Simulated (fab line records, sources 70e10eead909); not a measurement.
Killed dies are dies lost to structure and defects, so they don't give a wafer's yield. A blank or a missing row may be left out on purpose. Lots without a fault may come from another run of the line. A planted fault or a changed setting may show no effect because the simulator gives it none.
fab line records | flow nand_harc
record lots=6 wafers=16 last_day=33
route steps=1302 shown A_CHANNEL_HOLE_D1@484 A_CHANNEL_FILL_D1@490
lots that met no fault: from a run of the same line without faults
start_h: hours from the record's first day to the start of the lot's first wafer shown | wait_h: hours since the lot's step before | " the same as in the row above | L1.1+2: a row that stands for several wafers | - no value, or no start given | * or withheld: withheld | < > ~ a bound
route shown NAME@n: a module of which the file shows steps, and the number in the route of the first | usual: mean/standard deviation of fault-free wafers | same: alike in all rows | chamber/n: place in a boat | sites: the reading at each site | _std_site: their standard deviation | _edge_site: outer sites' mean less inner sites' | radius_mm: how far each site lies from the wafer's centre | mask NAME#n: copy n | behind: the tool/chamber that last shaped the wafer | hold: why the lot was held/for how many hours/how that ended | device: the transistor (n, p or np) that didn't switch | end of line: the same wafers' tests at the end of the route | a step without rows: its recipe alone | killed: dies lost to structure and defects at the first sort, not the wafer's yield | map: a wafer's dies, x killed, . not, _ none there
set.NAME: the setting as run; set.NAME@STEP: as run at that earlier step | model.NAME: the simulator's own value behind a step, which no gauge read
lots at some steps of the route; a table a step, a row a wafer
services: from which hour (start_h, from the record's first day; less than 0 if before it) a tool's chamber was out of use, for how many hours, and why
## steps
# step NHARC_A_CHANNEL_HOLE_D1_STRIP_27
# recipe o2_flow_sccm=500 ar_flow_sccm=0 bias_w=0 chemistry=O2
# usual drypump_motor_current_A=5.6/0.4 oes_product_au=0.993/0.0094 rf_vpp_V=57.7/0.84 showerhead_plenum_p_Torr=3.47/0.11 throttle_valve_pct=17.036/0.0089
# columns lot.wafer tool chamber start_h wait_h drypump_motor_current_A oes_product_au rf_hours_counter_h rf_vpp_V showerhead_plenum_p_Torr throttle_valve_pct
L604.1 rie_diel-10 1 - - 5.1 1.000 4 56.7 3.45 17.026
L604.3 " 0 " " 6.0 0.995 4 57.8 3.46 17.037
L605.3 rie_diel-03 2 - - 5.5 0.993 4 59.2 3.54 17.037
L605.5 " 0 " " 6.1 0.987 - 57.1 3.56 17.038
L606.3 rie_diel-10 1 - - 5.1 0.986 5 57.5 3.45 17.028
L606.4 " 1 " " 5.1 0.990 - 57.4 3.45 17.035
L606.6 " 3 " " 6.0 0.999 - 57.5 3.42 17.050
L608.3 rie_diel-11 3 - - 5.8 1.006 24 58.2 3.38 17.043
L608.2 " 1 " " 5.6 1.014 29 58.0 3.30 17.044
L608.1 " 2 " " 5.3 1.002 31 57.5 3.41 17.035
L610.3 rie_diel-10 3 - - 5.9 1.001 10 58.2 3.42 17.050
L610.4 " 0 " " 6.0 0.979 10 57.8 3.46 17.024
L610.5 " 1 " " 5.1 0.995 - 57.3 3.45 17.044
L613.1 rie_diel-11 3 - - 5.9 0.982 42 58.1 3.37 17.026
L613.5 " 3 " " 5.9 0.982 - 55.6 3.37 17.043
L613.6 " 0 " " 6.3 1.001 - 58.0 3.45 17.038
# step NHARC_A_CHANNEL_HOLE_D1_PRECLEAN_28
# recipe time_s=* temp_c=50 bath_age_min=0 chemistry=SC1
# step NHARC_A_CHANNEL_HOLE_D1_SRD_29
# step NHARC_A_CHANNEL_HOLE_D1_CD_MEAS_30
# usual cd_nm=89.6/1.2
# columns lot.wafer tool chamber start_h wait_h cd_nm
L604.1 cd_sem-01 - 286.70 - 90.6
L604.3 " - " " 90.4
L605.3 cd_sem-03 - 302.23 - 89.9
L605.5 " - " " 88.8
L606.3 cd_sem-03 - 314.48 - 89.8
L606.4 " - " " 89.0
L606.6 " - " " 89.3
L608.1 cd_sem-01 - 341.24 - 90.3
L608.2 " - " " 90.1
L608.3 " - " " 90.2
L610.3 cd_sem-01 - 352.45 - 89.9
L610.4 " - " " 90.9
L610.5 " - " " 88.6
L613.1 cd_sem-01 - 393.01 - 90.1
L613.5 " - " " 86.8
L613.6 " - " " 90.4
# step NHARC_A_CHANNEL_HOLE_D1_XSEM_31
# recipe landing_energy_ev=35000
# step NHARC_A_CHANNEL_HOLE_D1_INSPECT_40
# usual raw_defect_count=73/25
# columns lot.wafer tool chamber start_h wait_h raw_defect_count
L604.1 defect_inspect-01 - 286.89 - 53
L604.3 " - " " 65
L605.3 defect_inspect-01 - 302.42 - 105
L605.5 " - " " 95
L606.3 defect_inspect-01 - 314.66 - 108
L606.4 " - " " 101
L606.6 " - " " 99
L608.1 defect_inspect-02 - 341.43 - 40
L608.2 " - " " 55
L608.3 " - " " 53
L610.3 defect_inspect-01 - 352.64 - 44
L610.4 " - " " 27
L610.5 " - " " 46
L613.1 defect_inspect-01 - 393.20 - 64
L613.5 " - " " 76
L613.6 " - " " 63
# step NHARC_A_CHANNEL_FILL_D1_PRECLEAN_00
# recipe time_s=* temp_c=50 bath_age_min=0 chemistry=SC1
# step NHARC_A_CHANNEL_FILL_D1_SRD_01
# step NHARC_A_CHANNEL_FILL_D1_ALD_02
# recipe target_thk_a=60 pulse_time_s=10 ald_cycles=60 temp_c=300 material=SiO2
# usual ald_cycles=60/0 heater_power_w=470/39 precursor_pulse_height_rel=0.997/0.02
# columns lot.wafer tool chamber start_h wait_h ald_cycles heater_power_w precursor_pulse_height_rel
L604.1 ald_hk-01 0 287.16 - 60 517 0.997
L604.3 " 2 " " 60 469 0.994
L605.3 ald_hk-02 3 302.76 - 60 543 1.003
L605.5 " 1 " " 60 433 1.016
L606.4 ald_hk-02 0 315.89 - 60 406 0.984
L606.3 " 3 " " 60 530 1.003
L606.6 " 1 " " 60 429 1.017
L608.2 ald_hk-04 0 341.69 - 60 422 1.009
L608.1 " 1 " " 60 454 0.994
L608.3 " 2 " " 60 492 0.950
L610.3 ald_hk-01 1 352.85 - 60 470 1.027
L610.4 " 0 " " 60 518 1.005
L610.5 " 1 " " 60 474 1.008
L613.1 ald_hk-02 0 393.61 - 60 392 0.998
L613.5 " 1 " " 60 443 1.012
L613.6 " 2 " " 60 529 0.985
# step NHARC_A_CHANNEL_FILL_D1_ALD_03
# recipe target_thk_a=60 pulse_time_s=60 ald_cycles=58 temp_c=630 pressure_torr=2 material=SiNx
# usual ald_cycles=58/0 precursor_pulse_height_rel=1.000/0.02
# columns lot.wafer tool chamber start_h wait_h ald_cycles precursor_pulse_height_rel
L604.1 ald_sin_batch-03 0 - - 58 0.985
L604.3 " 0 " " 58 1.006
L605.3 ald_sin_batch-02 0 - - 58 0.991
L605.5 " 0 " " 58 1.007
L606.3 ald_sin_batch-01 0 - - 58 1.017
L606.4 " 0 " " 58 0.996
L606.6 " 0 " " 58 0.998
L608.1 ald_sin_batch-02 0 - - 58 0.975
L608.2 " 0 " " 58 1.011
L608.3 " 0 " " 58 0.996
L610.3 ald_sin_batch-01 0 - - 58 1.016
L610.4 " 0 " " 58 0.948
L610.5 " 0 " " 58 0.988
L613.1 ald_sin_batch-02 0 - - 58 1.008
L613.5 " 0 " " 58 0.977
L613.6 " 0 " " 58 1.007
# step NHARC_A_CHANNEL_FILL_D1_ALD_14
# recipe target_thk_a=25 pulse_time_s=10 ald_cycles=25 temp_c=300 material=SiO2
# usual ald_cycles=25/0 heater_power_w=474/39 precursor_pulse_height_rel=1.000/0.02
# columns lot.wafer tool chamber start_h wait_h ald_cycles heater_power_w precursor_pulse_height_rel
L604.1 ald_hk-02 0 293.31 0.1 25 403 0.966
L604.3 " 1 " " 25 431 0.983
L605.3 ald_hk-01 3 309.62 0.1 25 485 0.975
L605.5 " 3 " " 25 471 0.994
L606.4 ald_hk-01 0 324.05 1.2 25 507 1.025
L606.3 " 1 " " 25 468 0.966
L606.6 " 0 " " 25 517 0.956
L608.3 ald_hk-01 3 348.67 0.0 25 468 0.986
L608.2 " 1 " " 25 476 0.999
L608.1 " 2 " " 25 461 0.987
L610.4 ald_hk-04 0 359.84 0.0 25 406 0.996
L610.3 " 2 " " 25 479 1.011
L610.5 " 1 " " 25 464 0.988
L613.1 ald_hk-04 3 400.48 0.1 25 485 1.039
L613.5 " 2 " " 25 476 0.992
L613.6 " 3 " " 25 495 1.026
# step NHARC_A_CHANNEL_FILL_D1_ALD_15
# recipe target_thk_a=20 pulse_time_s=60 ald_cycles=19 temp_c=630 pressure_torr=2 material=SiNx
# usual ald_cycles=19/0 precursor_pulse_height_rel=0.997/0.019
# columns lot.wafer tool chamber start_h wait_h ald_cycles precursor_pulse_height_rel
L604.1 ald_sin_batch-02 0 - - 19 0.991
L604.3 " 0 " " 19 1.009
L605.3 ald_sin_batch-01 0 - - 19 1.006
L605.5 " 0 " " 19 1.011
L606.3 ald_sin_batch-01 0 - - 19 1.004
L606.4 " 0 " " 19 0.989
L606.6 " 0 " " 19 0.998
L608.1 ald_sin_batch-03 0 - - 19 1.002
L608.2 " 0 " " 19 0.961
L608.3 " 0 " " 19 0.991
L610.3 ald_sin_batch-01 0 - - 19 1.014
L610.4 " 0 " " 19 0.994
L610.5 " 0 " " 19 0.970
L613.1 ald_sin_batch-01 0 - - 19 0.991
L613.5 " 0 " " 19 0.950
L613.6 " 0 " " 19 1.013
# step NHARC_A_CHANNEL_FILL_D1_ALD_16
# recipe target_thk_a=15 pulse_time_s=10 ald_cycles=15 temp_c=300 material=SiO2
# usual ald_cycles=15/0 heater_power_w=473/43 precursor_pulse_height_rel=0.998/0.021
# columns lot.wafer tool chamber start_h wait_h ald_cycles heater_power_w precursor_pulse_height_rel
L604.1 ald_hk-02 0 298.50 0.1 16 386 0.963
L604.3 " 1 " " 15 416 0.963
L605.3 ald_hk-02 1 315.76 1.1 15 425 1.033
L605.5 " 0 " " 16 407 1.004
L606.4 ald_hk-01 3 329.20 0.0 15 486 0.988
L606.3 " 1 " " 15 476 0.982
L606.6 " 3 " " 15 483 0.987
L608.1 ald_hk-04 3 354.54 0.7 15 481 1.013
L608.3 " 0 " " 15 411 1.001
L608.2 " 2 " " 15 487 1.017
L610.3 ald_hk-01 3 365.06 0.0 15 480 1.023
L610.4 " 2 " " 15 462 1.004
L610.5 " 3 " " 15 483 0.988
L613.1 ald_hk-02 3 405.68 0.1 15 539 1.060
L613.6 " 1 " " 15 430 0.990
L613.5 " 2 " " 15 516 1.023
# step NHARC_A_CHANNEL_FILL_D1_ANNEAL_17
# recipe temp_c=850 time_s=1800
## services
# columns tool chamber start_h hours kind
rie_diel-03 1 262.06 34.1 repair
ald_sin_batch-02 - 266.00 26.0 pm
rie_diel-03 - 281.38 9.0 pm
ald_hk-01 - 299.21 10.0 pm
ald_hk-01 0 299.21 10.0 vent_cycle
ald_hk-01 1 299.21 10.0 vent_cycle
ald_hk-01 2 299.21 10.0 vent_cycle
ald_hk-01 3 299.21 10.0 vent_cycle
ald_hk-01 0 309.21 - clean
ald_hk-01 1 309.21 - clean
ald_hk-01 2 309.21 - clean
ald_hk-01 3 309.21 - clean
rie_diel-03 0 332.70 5.6 repair
rie_diel-03 3 346.62 14.6 repair
rie_diel-03 2 347.41 6.0 repair
ald_hk-02 - 348.39 10.0 pm
ald_hk-02 0 348.39 10.0 vent_cycle
ald_hk-02 1 348.39 10.0 vent_cycle
ald_hk-02 2 348.39 10.0 vent_cycle
ald_hk-02 3 348.39 10.0 vent_cycle
ald_hk-02 0 358.39 - clean
ald_hk-02 1 358.39 - clean
ald_hk-02 2 358.39 - clean
ald_hk-01 - 375.13 0.6 repair
## key
first_sign step=NHARC_A_CHANNEL_FILL_D1_ALD_16 reading=ald_cycles direction=up sigmas=99+ usual=15 struck=16
effect none on later readings
met_at NHARC_A_CHANNEL_FILL_D1_ALD_16
struck_wafers L604.1,L605.5
tester_left_out L604,L605
fault kind=process_parameter_drift tool=ald_hk-02 chamber=- onset_h=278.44 steps=NHARC_A_CHANNEL_FILL_D1_ALD_16 channel=ald_cycles offset=1 shape=step end_h=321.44 scope=struck_wafers_only acts_in=these_recipes_only stated=15
# tester_left_out: of these lots the tester's yield and bins aren't shown, on N5 and GAA mostly nor the transistor test; their killed dies are dies lost to structure and defects alone, not to doping, threshold or leakage, so they don't give the yield
